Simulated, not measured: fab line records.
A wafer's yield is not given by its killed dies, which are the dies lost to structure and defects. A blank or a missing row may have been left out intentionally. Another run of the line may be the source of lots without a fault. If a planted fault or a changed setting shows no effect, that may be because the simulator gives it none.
fab line records	flow n5-finfet
record lots=7	wafers=21	last-day=17
route steps=1938 shown BEOL_M9@1419
lots with no fault: from the same line, run without faults
start-h: the number of hours between the record's first day and the start of the first shown wafer of the lot	wait-h: time in hours since the lot's previous step	" the same as in the row above	L1.1+2: a single row standing in for several wafers	- either no value or no given start	* or withheld: withheld	< > ~ a bound
route shown NAME@n: names a module that has steps shown in the file, with the first one's number in the route	usual: the fault-free wafers' mean and standard deviation	same: alike in all rows	chamber/n: place in a boat	sites: each site's reading	_std_site: the values' standard deviation	_edge_site: inner sites' mean taken away from outer sites' mean	radius-mm: how far each site lies from the wafer's centre	mask NAME#n: copy n	behind: tool/chamber where the wafer was last shaped	hold: why the lot was held/for how many hours/how that ended	device: which transistor (n, p or np) failed to switch	end of line: tests run on the same wafers once the route is complete	a step without rows: its recipe alone	killed: at the first sort, the dies lost to defects and structure; wafer yield is something else	map: shows each die of a wafer: x if killed, . if not, _ if none is there
set.NAME: the setting the step ran with; set.NAME@STEP: the setting that earlier step ran with	model.NAME: the simulator's own value behind a step, which no gauge read
lots at some steps of the route; a table a step, a row a wafer
services: a tool's chamber out of use, with start hour (start-h, from the record's first day; less than 0 if before it), hours out, and reason
## steps
# step N5_BEOL_M9_ETCH_62
# recipe chemistry=N2/H2	target=SOC	target-depth-a=1100	overetch-a=220	mask-material=SiARC	temp-c=40	time-s=165	ion-energy-ev=200	pressure-mtorr=30	source-w=840	bias-w=150	n2-flow-sccm=200	h2-flow-sccm=200
# usual drypump-motor-current-A=5.5/0.47	oes-product-au=0.66/0.072	rf-fwd-power-W=837.5/2.6	rf-vpp-V=523.9/2.4	showerhead-plenum-p-Torr=2.54/0.075	throttle-valve-pct=17.79/0.23
lot.wafer	tool	chamber	start-h	wait-h	drypump-motor-current-A	oes-product-au	rf-fwd-power-W	rf-hours-counter-h	rf-vpp-V	showerhead-plenum-p-Torr	throttle-valve-pct
L941.4	rie-diel-05	2	229.86	0.0	6.4	0.58	838.5	232	518.6	2.41	18.18
L941.5	"	1	"	"	5.0	0.60	838.3	-	526.7	2.62	17.79
L941.6	"	0	"	"	6.5	0.58	839.4	-	525.1	2.50	18.19
L942.4	rie-diel-05	2	230.83	0.0	6.3	0.58	838.7	232	517.5	2.41	18.17
L942.5	"	2	"	"	6.4	0.58	841.3	-	519.4	2.41	18.17
L942.6	"	1	"	"	5.0	0.60	836.3	-	525.3	2.62	17.81
L950.1	rie-diel-05	1	287.77	0.0	5.0	0.59	836.8	242	527.6	2.61	17.83
L950.2	"	3	"	"	5.5	0.61	841.0	205	519.4	2.42	18.02
L950.4	"	0	"	"	6.4	0.80	835.9	-	522.4	2.49	17.78
L952.2	rie-diel-05	0	295.70	0.0	6.4	0.79	842.4	17	523.0	2.49	17.81
L952.4	"	0	"	"	6.4	0.79	836.4	-	523.3	2.49	17.78
L952.5	"	1	"	"	5.0	0.59	840.5	-	526.5	2.61	17.81
L953.2	rie-diel-03	3	315.67	0.0	5.4	0.58	832.4	240	523.2	2.50	17.87
L953.4	"	1	"	"	5.4	0.65	835.0	-	522.3	2.54	17.66
L953.6	"	3	"	"	5.4	0.57	831.3	-	523.8	2.50	17.88
L955.4	rie-diel-02	1	321.31	0.0	5.4	0.69	836.4	67	524.7	2.57	17.60
L955.5	"	1	"	"	5.4	0.69	834.1	-	526.1	2.57	17.60
L955.6	"	2	"	"	5.2	0.63	841.3	-	523.3	2.53	18.07
L958.2	rie-diel-02	1	350.02	0.0	5.4	0.68	836.9	74	523.2	2.57	17.60
L958.3	"	0	"	"	5.9	0.71	841.3	75	528.3	2.67	17.25
L958.5	"	0	"	"	5.9	0.72	835.3	-	528.1	2.67	17.26
# step N5_BEOL_M9_STRIP_68
# recipe chemistry=N2/H2	temp-c=40	n2-flow-sccm=200	h2-flow-sccm=200	rf-frequency-hz=6e+07
# step N5_BEOL_M9_STRIP_67
# recipe chemistry=CF4	resist=SiARC	power-w=300	bias-power-w=75	pressure-mtorr=50	cf4-flow-sccm=150	rf-frequency-hz=6e+07
# usual drypump-motor-current-A=5.5/0.46	oes-product-au=0.78/0.084	rf-vpp-V=271.1/1.5	showerhead-plenum-p-Torr=1.79/0.051	throttle-valve-pct=13.57/0.22
lot.wafer	tool	chamber	start-h	wait-h	drypump-motor-current-A	oes-product-au	rf-hours-counter-h	rf-vpp-V	showerhead-plenum-p-Torr	throttle-valve-pct
L941.4	rie-diel-05	2	230.01	0.0	6.4	0.68	232	269.8	1.71	13.96
L941.5	"	1	"	"	5.0	0.71	-	272.6	1.83	13.56
L941.6	"	0	"	"	6.5	0.67	-	270.2	1.77	14.03
L942.4	rie-diel-05	2	230.97	0.0	6.4	0.69	232	268.1	1.71	13.98
L942.5	"	2	"	"	6.3	0.69	-	268.9	1.71	13.95
L942.6	"	1	"	"	5.0	0.71	-	271.5	1.83	13.57
L950.1	rie-diel-05	1	287.92	0.0	5.0	0.69	242	273.0	1.83	13.61
L950.2	"	3	"	"	5.5	0.72	205	269.2	1.71	13.78
L950.4	"	0	"	"	6.5	0.93	-	268.8	1.76	13.48
L952.2	rie-diel-05	0	295.84	0.0	6.4	0.93	17	270.8	1.76	13.51
L952.4	"	0	"	"	6.4	0.94	-	270.6	1.76	13.50
L952.5	"	1	"	"	5.0	0.70	-	272.5	1.83	13.62
L953.2	rie-diel-03	3	315.82	0.0	5.3	0.67	240	269.8	1.77	13.75
L953.4	"	1	"	"	5.4	0.76	-	271.2	1.79	13.51
L953.6	"	3	"	"	5.3	0.68	-	269.1	1.77	13.73
L955.4	rie-diel-02	1	321.46	0.0	5.4	0.82	67	272.5	1.81	13.31
L955.5	"	1	"	"	5.4	0.82	-	270.7	1.81	13.33
L955.6	"	2	"	"	5.2	0.74	-	270.4	1.78	13.80
L958.2	rie-diel-02	1	350.16	0.0	5.4	0.81	74	270.9	1.81	13.34
L958.3	"	0	"	"	5.9	0.85	75	274.1	1.88	13.16
L958.5	"	0	"	"	5.9	0.85	-	272.4	1.88	13.14
# step N5_BEOL_M9_HM_OPEN_17
# recipe chemistry=Cl2/BCl3	target-depth-a=200	overetch-a=60	target=TiN	mask-material=SOC	ion-energy-ev=150	pressure-mtorr=10	icp-w=1000	bias-w=126	Cl2_flow_sccm=53.25	bcl3-flow-sccm=21.75	Ar_flow_sccm=25
# usual drypump-motor-current-A=5.47/0.2	oes-product-au=0.70/0.088	rf-fwd-power-W=992/3.7	throttle-valve-pct=22.15/0.23
lot.wafer	tool	chamber	start-h	wait-h	drypump-motor-current-A	oes-product-au	rf-fwd-power-W	rf-hours-counter-h	throttle-valve-pct
L941.4	rie-metal-02	0	230.08	0.1	5.31	0.86	988	-	21.80
L941.5	"	1	"	"	5.78	0.70	996	-	22.34
L941.6	"	0	"	"	5.28	0.85	987	-	21.83
L942.4	rie-metal-03	0	231.04	0.1	5.40	0.60	990	-	22.39
L942.5	"	0	"	"	5.37	0.59	990	-	22.41
L942.6	"	1	"	"	5.39	0.78	998	-	21.99
L950.1	rie-metal-03	1	287.96	0.0	5.42	0.76	995	12	22.00
L950.2	"	0	"	"	5.36	0.59	993	75	22.41
L950.4	"	1	"	"	5.42	0.75	997	-	22.01
L952.2	rie-metal-01	1	295.89	0.0	5.41	0.59	995	87	22.19
L952.4	"	1	"	"	5.42	0.58	991	-	22.21
L952.5	"	0	"	"	5.41	0.68	996	-	22.28
L953.2	rie-metal-03	1	315.86	0.0	5.41	0.74	999	15	22.03
L953.4	"	0	"	"	5.38	0.57	985	-	22.41
L953.6	"	1	"	"	5.42	0.74	999	-	22.02
L955.4	rie-metal-02	1	321.53	0.1	5.81	0.68	997	-	22.34
L955.5	"	1	"	"	5.79	0.67	999	-	22.36
L955.6	"	0	"	"	5.28	0.79	989	-	21.83
L958.2	rie-metal-03	0	350.20	0.0	5.39	0.57	987	82	22.41
L958.3	"	1	"	"	5.41	0.73	991	-	22.03
L958.5	"	1	"	"	5.40	0.73	998	-	22.02
# step N5_BEOL_M9_STRIP_19
# recipe chemistry=O2	power-w=400	temp-c=40	pressure-mtorr=30	rf-frequency-hz=6e+07	bias-power-w=0	overash-fraction=0.2	o2-flow-sccm=225
# usual drypump-motor-current-A=5.6/0.45	oes-product-au=0.78/0.086	rf-vpp-V=3.6/0.52	showerhead-plenum-p-Torr=2.10/0.071	throttle-valve-pct=16.66/0.24
lot.wafer	tool	chamber	start-h	wait-h	drypump-motor-current-A	oes-product-au	rf-hours-counter-h	rf-vpp-V	showerhead-plenum-p-Torr	throttle-valve-pct
L941.4	rie-diel-02	1	230.18	0.1	5.4	0.86	50	3.2	2.14	16.43
L941.5	"	0	"	"	5.9	0.89	-	3.6	2.21	16.14
L941.6	"	1	"	"	5.4	0.85	-	3.2	2.14	16.46
L942.4	rie-diel-02	1	231.23	0.2	5.4	0.86	51	4.2	2.14	16.50
L942.5	"	3	"	"	5.8	0.73	-	4.0	2.18	16.76
L942.6	"	0	"	"	5.9	0.89	-	3.3	2.21	16.15
L950.1	rie-diel-05	1	288.07	0.1	5.0	0.69	242	3.4	2.14	16.65
L950.2	"	3	"	"	5.5	0.72	205	3.1	1.99	16.87
L950.4	"	0	"	"	6.4	0.96	-	3.3	2.06	16.64
L952.2	rie-diel-02	1	296.04	0.1	5.4	0.85	63	4.1	2.14	16.48
L952.4	"	1	"	"	5.4	0.84	-	3.5	2.14	16.46
L952.5	"	2	"	"	5.1	0.74	-	3.0	2.09	16.88
L953.2	rie-diel-05	2	315.97	0.1	6.4	0.96	6	4.1	2.25	16.64
L953.4	"	2	"	"	6.4	0.96	-	2.6	2.25	16.61
L953.6	"	0	"	"	6.4	0.93	-	3.5	2.05	16.66
L955.4	rie-diel-02	0	321.62	0.1	5.9	0.86	68	3.2	2.21	16.18
L955.5	"	2	"	"	5.2	0.73	-	3.5	2.09	16.91
L955.6	"	1	"	"	5.4	0.83	-	3.7	2.14	16.48
L958.2	rie-diel-02	2	350.31	0.1	5.2	0.74	206	4.3	2.09	16.92
L958.3	"	0	"	"	5.9	0.85	75	4.4	2.20	16.20
L958.5	"	1	"	"	5.4	0.83	-	4.0	2.13	16.50
# step N5_BEOL_M9_CD_MEAS_18
# recipe pitch-nm=140	target-cd-nm=70
# usual cd-nm=70.1/0.51
lot.wafer	tool	chamber	start-h	wait-h	cd-nm
L941.4	cd-sem-03	-	230.26	0.1	69.5
L941.5	"	-	"	"	70.2
L941.6	"	-	"	"	69.5
L942.4	cd-sem-03	-	231.30	0.1	70.6
L942.5	"	-	"	"	70.1
L942.6	"	-	"	"	70.6
L950.1	cd-sem-01	-	288.14	0.0	70.5
L950.2	"	-	"	"	70.5
L950.4	"	-	"	"	70.1
L952.2	cd-sem-02	-	296.12	0.1	70.2
L952.4	"	-	"	"	70.4
L952.5	"	-	"	"	70.2
L953.2	cd-sem-01	-	316.04	0.1	69.9
L953.4	"	-	"	"	70.6
L953.6	"	-	"	"	69.3
L955.4	cd-sem-01	-	321.69	0.1	70.2
L955.5	"	-	"	"	69.9
L955.6	"	-	"	"	70.0
L958.2	cd-sem-02	-	350.38	0.1	69.8
L958.3	"	-	"	"	70.5
L958.5	"	-	"	"	69.9
# step N5_BEOL_M9_COAT_63
# recipe resist=SOC	temp-c=250	time-s=60	spin-rpm=1500	resist-thk-nm=60
# step N5_BEOL_M9_COAT_64
# recipe resist=SiARC	temp-c=220	time-s=60	spin-rpm=1500	resist-thk-nm=12
# step N5_BEOL_M9_COAT_75
# recipe resist=underlayer	temp-c=205	time-s=60	spin-rpm=1500	resist-thk-nm=5
# step N5_BEOL_M9_COAT_22
# recipe resist=CAR-EUV	spin-rpm=1500	resist-thk-nm=30
# step N5_BEOL_M9_EBR_24
# recipe solvent=PGMEA	ebr-width-mm=1.5
# step N5_BEOL_M9_SOFTBAKE_23
# recipe temp-c=110	time-s=60	resist=CAR-EUV
# step N5_BEOL_M9_EXPOSE_25
# recipe mask-id=V8	na=0.33	source-shape=annular	sigma-inner=0.4	sigma-outer=0.8	polarization=unpolarized	dose-mj=37.25
# usual exposure-dose-mJ-cm2=37.27/0.033
# same sigma-inner=0.4
lot.wafer	tool	chamber	start-h	wait-h	mask	exposure-dose-mJ-cm2
L941.4	euv-scanner-02	0	231.39	-	V8#0	37.30
L941.5	"	0	"	"	V8#0	37.30
L941.6	"	0	"	"	V8#0	37.26
L942.4	euv-scanner-01	0	231.67	-	V8#0	37.29
L942.5	"	0	"	"	V8#0	37.30
L942.6	"	0	"	"	V8#0	37.31
L950.1	euv-scanner-02	0	288.52	-	V8#0	37.27
L950.2	"	0	"	"	V8#0	37.27
L950.4	"	0	"	"	V8#0	37.27
L952.2	euv-scanner-02	0	298.29	-	V8#0	35.23
L952.4	"	0	"	"	V8#0	35.15
L952.5	"	0	"	"	V8#0	35.19
L953.2	euv-scanner-02	0	319.44	-	V8#0	35.63
L953.4	"	0	"	"	V8#0	35.63
L953.6	"	0	"	"	V8#0	35.58
L955.4	euv-scanner-02	0	322.70	-	V8#0	35.94
L955.5	"	0	"	"	V8#0	35.93
L955.6	"	0	"	"	V8#0	35.93
L958.2	euv-scanner-01	0	351.85	-	V8#0	37.22
L958.3	"	0	"	"	V8#0	37.29
L958.5	"	0	"	"	V8#0	37.29
# step N5_BEOL_M9_PEB_26
# recipe peb-temp-c=100	peb-time-s=60	resist=CAR-EUV
# step N5_BEOL_M9_DEVELOP_27
# recipe develop-time-s=30	developer=TMAH	resist=CAR-EUV	rinse-liquid=surfactant-rinse	dry=air-spin	dev-temp-c=23
# step N5_BEOL_M9_CD_MEAS_28
# recipe target-cd-nm=70	landing-energy-ev=500	detector=se-inlens	polarity=opening
# usual cd-nm=69.94/0.24
lot.wafer	tool	chamber	start-h	wait-h	cd-nm
L941.4	cd-sem-02	0	231.50	-	70.33
L941.5	"	0	"	"	69.71
L941.6	"	0	"	"	69.93
L942.4	cd-sem-01	0	231.79	-	69.84
L942.5	"	0	"	"	69.95
L942.6	"	0	"	"	69.93
L950.1	cd-sem-03	0	288.65	-	69.65
L950.2	"	0	"	"	69.82
L950.4	"	0	"	"	69.83
L952.2	cd-sem-03	0	298.42	-	68.73
L952.4	"	0	"	"	69.00
L952.5	"	0	"	"	68.81
L953.2	cd-sem-03	0	319.57	-	69.40
L953.4	"	0	"	"	69.15
L953.6	"	0	"	"	68.85
L955.4	cd-sem-02	0	322.81	-	69.02
L955.5	"	0	"	"	69.21
L955.6	"	0	"	"	69.59
L958.2	cd-sem-03	0	351.97	-	69.72
L958.3	"	0	"	"	69.89
L958.5	"	0	"	"	69.86
# step N5_BEOL_M9_OVL_MEAS_29
# recipe points-per-wafer=522
# usual V8_OVL=0.5/0.74
lot.wafer	tool	chamber	start-h	wait-h	V8_OVL[nm]
L941.4	overlay-01	0	231.54	0.0	0.9
L941.5	"	0	"	"	-0.2
L941.6	"	0	"	"	1.2
L942.4	overlay-01	0	231.83	0.0	1.5
L942.5	"	0	"	"	1.3
L942.6	"	0	"	"	1.0
L950.1	overlay-02	0	288.68	0.0	1.0
L950.2	"	0	"	"	0.0
L950.4	"	0	"	"	0.2
L952.2	overlay-02	0	298.45	0.0	0.6
L952.4	"	0	"	"	0.8
L952.5	"	0	"	"	-0.2
L953.2	overlay-01	0	319.60	0.0	0.2
L953.4	"	0	"	"	-0.7
L953.6	"	0	"	"	-0.9
L955.4	overlay-01	0	322.86	0.0	0.7
L955.5	"	0	"	"	0.2
L955.6	"	0	"	"	0.5
L958.2	overlay-01	0	352.01	0.0	0.2
L958.3	"	0	"	"	-0.6
L958.5	"	0	"	"	-0.9
## services
tool	chamber	start-h	hours	kind
euv-scanner-02	-	212.96	1.0	pm
rie-diel-05	0	215.24	3.8	repair
euv-scanner-01	-	219.89	1.0	pm
rie-diel-05	0	241.21	-	clean
rie-diel-05	0	241.21	-	consumable-replace:focus-ring
rie-diel-05	0	241.21	16.2	scheduled-down
rie-diel-05	0	241.21	16.2	vent-cycle
rie-diel-02	-	243.38	28.1	pm
rie-diel-05	-	253.86	0.2	repair
euv-scanner-01	-	260.61	12.0	pm
rie-diel-05	2	270.57	-	clean
euv-scanner-02	-	272.61	1.0	pm
euv-scanner-01	-	276.04	1.0	pm
euv-scanner-02	-	278.69	4.6	pm
euv-scanner-01	-	287.04	4.6	pm
rie-diel-02	3	290.29	7.6	repair
rie-diel-02	1	297.44	11.5	repair
rie-metal-02	-	312.15	1.4	pm
rie-diel-03	0	312.23	12.7	repair
euv-scanner-01	-	313.58	17.3	pm
rie-metal-03	1	318.88	3.7	repair
euv-scanner-01	-	330.88	5.8	pm
euv-scanner-02	-	336.66	1.0	pm
euv-scanner-01	-	337.67	1.0	pm
## key
first-sign step=N5_BEOL_M9_EXPOSE_25	reading=exposure-dose-mJ-cm2	direction=down	sigmas=51	usual=37.27	struck=35.58
effect step=N5_BEOL_M9_CD_MEAS_28	reading=cd-nm	direction=down	sigmas=3.6	usual=69.94	struck=69.09	through=control-loop
met-at N5_BEOL_M9_EXPOSE_25
struck-wafers L952.2,L952.4,L952.5,L953.2,L953.4,L953.6,L955.4,L955.5,L955.6
loop-trim step=N5_BEOL_M9_EXPOSE_25	setting=dose	lots=L953,L955
onset-between 288.52 298.29
earlier-fault kind=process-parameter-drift	tool=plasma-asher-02	chamber=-	onset-h=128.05	steps=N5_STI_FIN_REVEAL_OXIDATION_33	channel=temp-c	offset=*	shape=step	acts-in=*	stated=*
earlier-fault kind=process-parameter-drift	tool=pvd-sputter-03	chamber=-	onset-h=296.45	steps=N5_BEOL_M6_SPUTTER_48	channel=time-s	offset=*	shape=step	acts-in=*	stated=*
fault kind=process-parameter-drift	tool=euv-scanner-02	chamber=-	onset-h=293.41	steps=N5_BEOL_M9_EXPOSE_25	channel=dose-mj	offset=-2.0718	shape=step	acts-in=these-recipes-only	stated=37.25
# loop-trim: a control loop set the setting to another value than it would have without faults
